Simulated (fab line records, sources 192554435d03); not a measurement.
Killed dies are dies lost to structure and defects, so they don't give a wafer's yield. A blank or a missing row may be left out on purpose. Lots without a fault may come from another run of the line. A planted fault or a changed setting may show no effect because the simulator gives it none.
fab line records | flow n5_finfet
record lots=7 wafers=39
route steps=1938 shown BEOL_M8@1344 BEOL_M11@1536
start_h: hours from the record's first day to the start of the lot's first wafer shown | wait_h: hours since the lot's step before | " the same as in the row above | L1.1+2: a row that stands for several wafers | - no value, or no start given | * or withheld: withheld | < > ~ a bound
route shown NAME@n: a module of which the file shows steps, and the number in the route of the first | usual: mean/standard deviation of fault-free wafers | same: alike in all rows | chamber/n: place in a boat | sites: the reading at each site | _std_site: their standard deviation | _edge_site: outer sites' mean less inner sites' | radius_mm: how far each site lies from the wafer's centre | mask NAME#n: copy n | behind: the tool/chamber that last shaped the wafer | hold: why the lot was held/for how many hours/how that ended | device: the transistor (n, p or np) that didn't switch | end of line: the same wafers' tests at the end of the route | a step without rows: its recipe alone | killed: dies lost to structure and defects at the first sort, not the wafer's yield | map: a wafer's dies, x killed, . not, _ none there
set.NAME: the setting as run; set.NAME@STEP: as run at that earlier step | model.NAME: the simulator's own value behind a step, which no gauge read
lots whose settings were changed on purpose; a table a step, a row a wafer
## steps
# step N5_BEOL_M8_DEVELOP_10
# recipe develop_time_s=30 developer=TMAH resist=CAR-ArF rinse_liquid=diw dry=air_spin dev_temp_c=23
# columns lot.wafer tool chamber start_h wait_h set.develop_time_s
L075.1+3+6 litho_track-04 0 - - 30
L075.2+4+5 " 0 " " 41.17
L083.1+4+6 litho_track-05 0 - - 30
L083.2+3+5 " 0 " " 47.65
L081.1+4+5 litho_track-02 0 - - 45.54
L081.2+3+6 " 0 " " 30
L087.3+4+5 litho_track-02 0 - - 30
L088.1+4+6 litho_track-02 0 - - 23.64
L088.2+3+5 " 0 " " 30
L089.1+2+4 litho_track-05 0 - - 36.36
L089.3+5+6 " 0 " " 30
L096.1+2+4 litho_track-02 0 - - 30
L096.3+5+6 " 0 " " 24.4
# step N5_BEOL_M8_CD_MEAS_11
# recipe target_cd_nm=38.5 landing_energy_ev=500 detector=se_inlens polarity=opening
# usual cd_nm=38.5/0.45
# columns lot.wafer tool chamber start_h wait_h set.develop_time_s@BEOL_M8_DEVELOP_10 cd_nm
L075.1 cd_sem-03 0 240.56 - 30 -
L075.2 " 0 " " 41.17 -
L075.3 " 0 " " 30 38.6
L075.4 " 0 " " 41.17 -
L075.5 " 0 " " 41.17 39.9
L075.6 " 0 " " 30 38.0
L083.1 cd_sem-02 0 295.82 - 30 37.7
L083.2 " 0 " " 47.65 -
L083.3 " 0 " " 47.65 39.8
L083.4 " 0 " " 30 37.9
L083.5 " 0 " " 47.65 -
L083.6 " 0 " " 30 -
L081.1 cd_sem-02 0 310.66 - 45.54 40.0
L081.2 " 0 " " 30 38.6
L081.3 " 0 " " 30 38.4
L081.4 " 0 " " 45.54 39.6
L081.5 " 0 " " 45.54 39.7
L081.6 " 0 " " 30 38.3
L087.3 cd_sem-03 0 342.67 - 30 38.2
L087.4 " 0 " " 30 39.3
L087.5 " 0 " " 30 38.7
L088.1 cd_sem-03 0 355.02 - 23.64 36.9
L088.2 " 0 " " 30 37.9
L088.3 " 0 " " 30 38.3
L088.4 " 0 " " 23.64 37.2
L088.5 " 0 " " 30 38.1
L088.6 " 0 " " 23.64 37.1
L089.1 cd_sem-03 0 355.18 - 36.36 40.5
L089.2 " 0 " " 36.36 40.4
L089.3 " 0 " " 30 -
L089.4 " 0 " " 36.36 -
L089.5 " 0 " " 30 -
L089.6 " 0 " " 30 39.5
L096.1 cd_sem-02 0 403.93 - 30 37.7
L096.2 " 0 " " 30 38.4
L096.3 " 0 " " 24.4 37.6
L096.4 " 0 " " 30 38.6
L096.5 " 0 " " 24.4 37.5
L096.6 " 0 " " 24.4 37.7
# step N5_BEOL_M8_DESCUM_16
# recipe chemistry=O2 time_s=7.9 source_power_w=50 bias_power_w=20 pressure_mtorr=20 rf_frequency_hz=2.712e+07 temp_c=40 resist=CAR-ArF o2_flow_sccm=225
# step N5_BEOL_M8_ETCH_61
# recipe chemistry=CF4 target=SiARC target_depth_a=455 mask_material=CAR-ArF time_s=75.8 ion_energy_ev=80 pressure_mtorr=40 source_w=545 bias_w=36 Ar_flow_sccm=100 cf4_flow_sccm=100 ends=cleared
# columns lot.wafer tool chamber start_h wait_h set.develop_time_s@BEOL_M8_DEVELOP_10 model.BEOL_M8.cd_offset_nm
L075.1 rie_diel-04 2 240.68 0.0 30 0.4
L075.2+5 " 0,1 " " 41.17 1.4
L075.3+6 " 1,2 " " 30 -0.2
L075.4 " 0 " " 41.17 1.2
L083.1 rie_diel-03 3 296.09 0.0 30 -0.8
L083.2 " 2 " " 47.65 1.6
L083.3 " 0 " " 47.65 1.8
L083.4 " 1 " " 30 -0.6
L083.5 " 0 " " 47.65 1.4
L083.6 " 3 " " 30 -0.4
L081.1 rie_diel-03 0 310.78 0.0 45.54 1.4
L081.2 " 3 " " 30 -0.2
L081.3 " 1 " " 30 0
L081.4+5 " 2 " " 45.54 1.2
L081.6 " 3 " " 30 -0.8
L087.3 rie_diel-03 1 342.82 0.0 30 0
L087.4 " 0 " " 30 0.6
L087.5 " 3 " " 30 0.2
L088.1+4+6 rie_diel-01 2,1,2 355.40 0.0 23.64 -1.4
L088.2+3 " 0,3 " " 30 -0.4
L088.5 " 1 " " 30 -0.6
L089.1 rie_diel-03 2 355.42 0.0 36.36 2.4
L089.2+4 " 0,3 " " 36.36 2
L089.3 " 1 " " 30 1.4
L089.5 " 0 " " 30 0.6
L089.6 " 3 " " 30 0.8
L096.1 rie_diel-04 0 404.15 0.0 30 -1
L096.2 " 2 " " 30 0
L096.3 " 3 " " 24.4 -1.2
L096.4 " 1 " " 30 -0.2
L096.5 " 2 " " 24.4 -1
L096.6 " 1 " " 24.4 -0.8
# step N5_BEOL_M8_ETCH_62
# recipe chemistry=N2/H2 target=SOC target_depth_a=1100 overetch_a=220 mask_material=SiARC temp_c=40 time_s=165 ion_energy_ev=200 pressure_mtorr=30 source_w=840 bias_w=150 n2_flow_sccm=200 h2_flow_sccm=200
# step N5_BEOL_M8_STRIP_68
# recipe chemistry=N2/H2 temp_c=40 n2_flow_sccm=200 h2_flow_sccm=200 rf_frequency_hz=6e+07
# step N5_BEOL_M8_STRIP_67
# recipe chemistry=CF4 resist=SiARC power_w=300 bias_power_w=75 pressure_mtorr=50 cf4_flow_sccm=150 rf_frequency_hz=6e+07
# step N5_BEOL_M8_HM_OPEN_17
# recipe chemistry=Cl2/BCl3 target_depth_a=200 overetch_a=60 target=TiN mask_material=SOC ion_energy_ev=150 pressure_mtorr=10 icp_w=1000 bias_w=126 Cl2_flow_sccm=53.25 bcl3_flow_sccm=21.75 Ar_flow_sccm=25
# columns lot.wafer tool chamber start_h wait_h set.develop_time_s@BEOL_M8_DEVELOP_10 model.BEOL_M8.cd_offset_nm
L075.1 rie_metal-02 0 240.93 0.0 30 0.4
L075.2 " 0 " " 41.17 1.4
L075.3+6 " 0 " " 30 -0.2
L075.4 " 0 " " 41.17 1
L075.5 " 0 " " 41.17 1.2
L083.1+4+6 rie_metal-02 1 296.33 0.0 30 -0.6
L083.2 " 0 " " 47.65 1.6
L083.3 " 0 " " 47.65 1.8
L083.5 " 0 " " 47.65 1.2
L081.1 rie_metal-01 0 311.02 0.0 45.54 1.6
L081.2 " 1 " " 30 0
L081.3 " 0 " " 30 0.2
L081.4 " 1 " " 45.54 1.2
L081.5 " 0 " " 45.54 1.4
L081.6 " 1 " " 30 -0.6
L087.3+5 rie_metal-02 1,0 343.10 0.1 30 0
L087.4 " 0 " " 30 0.6
L088.1 rie_metal-01 1 355.64 0.0 23.64 -1.2
L088.2 " 0 " " 30 -0.4
L088.3 " 1 " " 30 -0.2
L088.4 " 0 " " 23.64 -1
L088.5 " 0 " " 30 -0.6
L088.6 " 1 " " 23.64 -1.4
L089.1 rie_metal-03 0 355.66 0.0 36.36 2.2
L089.2 " 1 " " 36.36 1.6
L089.3 " 1 " " 30 1.2
L089.4 " 0 " " 36.36 1.8
L089.5 " 0 " " 30 0.8
L089.6 " 1 " " 30 0.6
L096.1 rie_metal-02 0 404.39 0.0 30 -0.6
L096.2 " 1 " " 30 0.2
L096.3 " 0 " " 24.4 -1.2
L096.4 " 1 " " 30 0
L096.5 " 1 " " 24.4 -0.4
L096.6 " 0 " " 24.4 -0.8
# step N5_BEOL_M8_STRIP_19
# recipe chemistry=O2 power_w=400 temp_c=40 pressure_mtorr=30 rf_frequency_hz=6e+07 bias_power_w=0 overash_fraction=0.2 o2_flow_sccm=225
# step N5_BEOL_M8_CD_MEAS_18
# recipe pitch_nm=80 target_cd_nm=40
# usual cd_nm=40.0/0.53
# columns lot.wafer tool chamber start_h wait_h set.develop_time_s@BEOL_M8_DEVELOP_10 cd_nm
L075.1 cd_sem-01 - 241.20 0.0 30 -
L075.2 " - " " 41.17 -
L075.3 " - " " 30 39.5
L075.4 " - " " 41.17 -
L075.5 " - " " 41.17 41.0
L075.6 " - " " 30 39.9
L083.1 cd_sem-03 - 296.52 0.0 30 39.5
L083.2 " - " " 47.65 -
L083.3 " - " " 47.65 41.9
L083.4 " - " " 30 39.4
L083.5 " - " " 47.65 -
L083.6 " - " " 30 -
L081.1 cd_sem-02 - 311.21 0.1 45.54 41.9
L081.2 " - " " 30 39.8
L081.3 " - " " 30 39.9
L081.4 " - " " 45.54 41.2
L081.5 " - " " 45.54 41.9
L081.6 " - " " 30 39.2
L087.3 cd_sem-03 - 343.29 0.1 30 40.1
L087.4 " - " " 30 40.5
L087.5 " - " " 30 39.9
L088.1 cd_sem-01 - 355.82 0.0 23.64 38.8
L088.2 " - " " 30 39.7
L088.3 " - " " 30 39.5
L088.4 " - " " 23.64 38.8
L088.5 " - " " 30 39.7
L088.6 " - " " 23.64 38.5
L089.1 cd_sem-02 - 355.84 0.0 36.36 42.2
L089.2 " - " " 36.36 41.8
L089.3 " - " " 30 -
L089.4 " - " " 36.36 -
L089.5 " - " " 30 -
L089.6 " - " " 30 40.3
L096.1 cd_sem-03 - 404.65 0.0 30 39.3
L096.2 " - " " 30 40.4
L096.3 " - " " 24.4 39.0
L096.4 " - " " 30 40.3
L096.5 " - " " 24.4 39.7
L096.6 " - " " 24.4 39.0
# step N5_BEOL_M8_COAT_63
# recipe resist=SOC temp_c=250 time_s=60 spin_rpm=1500 resist_thk_nm=60
# step N5_BEOL_M8_COAT_64
# recipe resist=SiARC temp_c=220 time_s=60 spin_rpm=1500 resist_thk_nm=12
# step N5_BEOL_M8_PRECLEAN_42
# recipe chemistry=residue_remover time_s=60 temp_c=40
# step N5_BEOL_M8_SRD_43
# recipe time_s=30 temp_c=23 rinse_liquid=diw dry=ipa_marangoni
# step N5_BEOL_M8_CD_MEAS_35
# recipe target_cd_nm=40 polarity=opening
# usual cd_nm=40.0/0.51
# columns lot.wafer tool chamber start_h wait_h set.develop_time_s@BEOL_M8_DEVELOP_10 cd_nm
L075.1 cd_sem-03 - 242.79 0.0 30 -
L075.2 " - " " 41.17 -
L075.3 " - " " 30 40.0
L075.4 " - " " 41.17 -
L075.5 " - " " 41.17 41.5
L075.6 " - " " 30 39.9
L083.1 cd_sem-02 - 298.99 0.0 30 39.7
L083.2 " - " " 47.65 -
L083.3 " - " " 47.65 41.5
L083.4 " - " " 30 39.5
L083.5 " - " " 47.65 -
L083.6 " - " " 30 -
L081.1 cd_sem-03 - 313.21 0.0 45.54 41.8
L081.2 " - " " 30 40.0
L081.3 " - " " 30 40.2
L081.4 " - " " 45.54 41.0
L081.5 " - " " 45.54 41.5
L081.6 " - " " 30 39.8
L087.3 cd_sem-03 - 344.58 0.0 30 40.2
L087.4 " - " " 30 40.4
L087.5 " - " " 30 39.9
L088.1 cd_sem-03 - 357.63 0.0 23.64 38.9
L088.2 " - " " 30 39.6
L088.3 " - " " 30 39.5
L088.4 " - " " 23.64 39.0
L088.5 " - " " 30 39.7
L088.6 " - " " 23.64 38.4
L089.1 cd_sem-02 - 358.14 0.0 36.36 42.1
L089.2 " - " " 36.36 41.3
L089.3 " - " " 30 -
L089.4 " - " " 36.36 -
L089.5 " - " " 30 -
L089.6 " - " " 30 40.8
L096.1 cd_sem-02 - 405.79 0.0 30 39.5
L096.2 " - " " 30 40.3
L096.3 " - " " 24.4 39.2
L096.4 " - " " 30 40.2
L096.5 " - " " 24.4 39.7
L096.6 " - " " 24.4 39.2
# step N5_BEOL_M11_ILD_DEP_00
# recipe material=SiCOH_lowk target_thk_a=3085.1 temp_c=300 precursor=DEMS/porogen pressure_torr=5 rf_w=500 time_s=58
# columns lot.wafer tool chamber start_h wait_h set.time_s model.SiCOH_lowk_of_BEOL_M11_ILD_DEP_00.thk_nm
L075.1 pecvd-02 2 266.21 0.0 81.21 426.2
L075.2 " 1 " " 58 302.8
L075.3 " 0 " " 58 306.2
L075.4 " 1 " " 81.21 436.2
L075.5 " 0 " " 58 310.8
L075.6 " 2 " " 81.21 433
L083.1 pecvd-03 2 318.14 0.0 58 311.8
L083.2 " 0 " " 58 311
L083.3 " 1 " " 58 310.4
L083.4 " 0 " " 58 316.6
L083.5 " 2 " " 58 317
L083.6 " 1 " " 58 320.6
L081.1 pecvd-01 2 334.77 0.0 58 302.2
L081.2 " 0 " " 58 306
L081.3 " 1 " " 87.77 461
L081.4 " 0 " " 87.77 463.6
L081.5 " 2 " " 58 309
L081.6 " 1 " " 87.77 465.8
L087.3 pecvd-01 2 367.92 0.0 58 301.2
L087.4 " 0 " " 58 311.6
L087.5 " 1 " " 58 312.4
L088.1 pecvd-03 2 376.82 0.0 28.66 151.4
L088.2 " 0 " " 58 304
L088.3 " 2 " " 58 311.2
L088.4 " 0 " " 28.66 153.4
L088.5 " 0 " " 28.66 150
L088.6 " 2 " " 58 308.4
L089.1 pecvd-03 0 382.40 0.0 58 303.2
L089.2 " 2 " " 58 307.4
L089.3 " 2 " " 85.93 458
L089.4 " 0 " " 85.93 455.8
L089.5 " 2 " " 58 307.6
L089.6 " 0 " " 85.93 456.6
L096.1 pecvd-02 1 428.07 0.0 40.64 218.4
L096.2+3 " 0,2 " " 58 307.2
L096.4 " 0 " " 58 311.6
L096.5 " 1 " " 40.64 220
L096.6 " 2 " " 40.64 215
# step N5_BEOL_M11_CURE_71
# recipe temp_c=385 time_s=240 ambient=He/Ar material=SiCOH_lowk
# columns lot.wafer tool chamber start_h wait_h set.time_s@BEOL_M11_ILD_DEP_00 model.SiCOH_lowk_of_BEOL_M11_ILD_DEP_00.thk_nm
L075.1 uv_cure-02 2 266.29 0.0 81.21 372.8
L075.2 " 2 " " 58 263
L075.3 " 2 " " 58 266
L075.4 " 2 " " 81.21 381.6
L075.5 " 2 " " 58 270
L075.6 " 2 " " 81.21 378.8
L083.1 uv_cure-01 1 318.21 0.0 58 270.8
L083.2 " 1 " " 58 270.2
L083.3 " 1 " " 58 269.6
L083.4 " 1 " " 58 275.2
L083.5 " 1 " " 58 275.6
L083.6 " 1 " " 58 278.8
L081.1 uv_cure-02 0 334.85 0.0 58 262.4
L081.2 " 0 " " 58 265.8
L081.3 " 0 " " 87.77 404
L081.4 " 0 " " 87.77 406.2
L081.5 " 0 " " 58 268.4
L081.6 " 0 " " 87.77 408.2
L087.3 uv_cure-02 2 368.16 0.2 58 261.6
L087.4 " 2 " " 58 270.8
L087.5 " 2 " " 58 271.6
L088.1 uv_cure-02 1 376.99 0.1 28.66 130.2
L088.2 " 1 " " 58 264
L088.3 " 1 " " 58 270.2
L088.4 " 1 " " 28.66 132.2
L088.5 " 1 " " 28.66 129
L088.6 " 1 " " 58 267.8
L089.1 uv_cure-03 0 382.51 0.1 58 263.2
L089.2 " 0 " " 58 267
L089.3 " 0 " " 85.93 401.2
L089.4 " 0 " " 85.93 399.2
L089.5 " 0 " " 58 267.2
L089.6 " 0 " " 85.93 400
L096.1 uv_cure-03 1 428.15 0.0 40.64 188.8
L096.2+3 " 1 " " 58 266.8
L096.4 " 1 " " 58 270.6
L096.5 " 1 " " 40.64 190
L096.6 " 1 " " 40.64 185.6
# step N5_BEOL_M11_THK_MEAS_01
# recipe reads=SiCOH_lowk_of_BEOL_M11_ILD_DEP_00
# usual M11_ILD_THK=269/3
# columns lot.wafer tool chamber start_h wait_h set.time_s@BEOL_M11_ILD_DEP_00 M11_ILD_THK[nm]
L075.1 film_metro-02 - 267.28 0.8 81.21 373
L075.2 " - " " 58 263
L075.3 " - " " 58 266
L075.4 " - " " 81.21 381
L075.5 " - " " 58 270
L075.6 " - " " 81.21 379
L083.1 film_metro-01 - 318.73 0.4 58 271
L083.2 " - " " 58 270
L083.3 " - " " 58 270
L083.4 " - " " 58 275
L083.5 " - " " 58 276
L083.6 " - " " 58 279
L081.1 film_metro-02 - 335.36 0.4 58 262
L081.2 " - " " 58 266
L081.3 " - " " 87.77 404
L081.4 " - " " 87.77 406
L081.5 " - " " 58 268
L081.6 " - " " 87.77 408
L087.3 film_metro-02 - 368.51 0.3 58 262
L087.4 " - " " 58 271
L087.5 " - " " 58 272
L088.1 film_metro-01 - 377.51 0.4 28.66 130
L088.2 " - " " 58 264
L088.3 " - " " 58 270
L088.4 " - " " 28.66 132
L088.5 " - " " 28.66 129
L088.6 " - " " 58 268
L089.1 film_metro-01 - 383.51 0.8 58 263
L089.2 " - " " 58 267
L089.3 " - " " 85.93 401
L089.4 " - " " 85.93 399
L089.5 " - " " 58 267
L089.6 " - " " 85.93 400
L096.1 film_metro-02 - 428.66 0.4 40.64 189
L096.2 " - " " 58 267
L096.3 " - " " 58 267
L096.4 " - " " 58 271
L096.5 " - " " 40.64 190
L096.6 " - " " 40.64 186
## key
split step=N5_BEOL_M8_DEVELOP_10 setting=develop_time_s stated=30 by=wafer
response step=N5_BEOL_M8_CD_MEAS_11 reading=cd_nm change=+0.0326 per=1% r=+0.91
response step=N5_BEOL_M8_ETCH_61 reading=model.BEOL_M8.cd_offset_nm change=+0.0363 per=1% r=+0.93
response step=N5_BEOL_M8_HM_OPEN_17 reading=model.BEOL_M8.cd_offset_nm change=+0.0342 per=1% r=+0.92
response step=N5_BEOL_M8_CD_MEAS_18 reading=cd_nm change=+0.041 per=1% r=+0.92
response step=N5_BEOL_M8_CD_MEAS_35 reading=cd_nm change=+0.0321 per=1% r=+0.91
split step=N5_BEOL_M11_ILD_DEP_00 setting=time_s stated=58 by=wafer
response step=N5_BEOL_M11_ILD_DEP_00 reading=model.SiCOH_lowk_of_BEOL_M11_ILD_DEP_00.thk_nm change=+3.1 per=1% r=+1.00
response step=N5_BEOL_M11_CURE_71 reading=model.SiCOH_lowk_of_BEOL_M11_ILD_DEP_00.thk_nm change=+2.74 per=1% r=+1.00
response step=N5_BEOL_M11_THK_MEAS_01 reading=M11_ILD_THK change=+2.74 per=1% r=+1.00
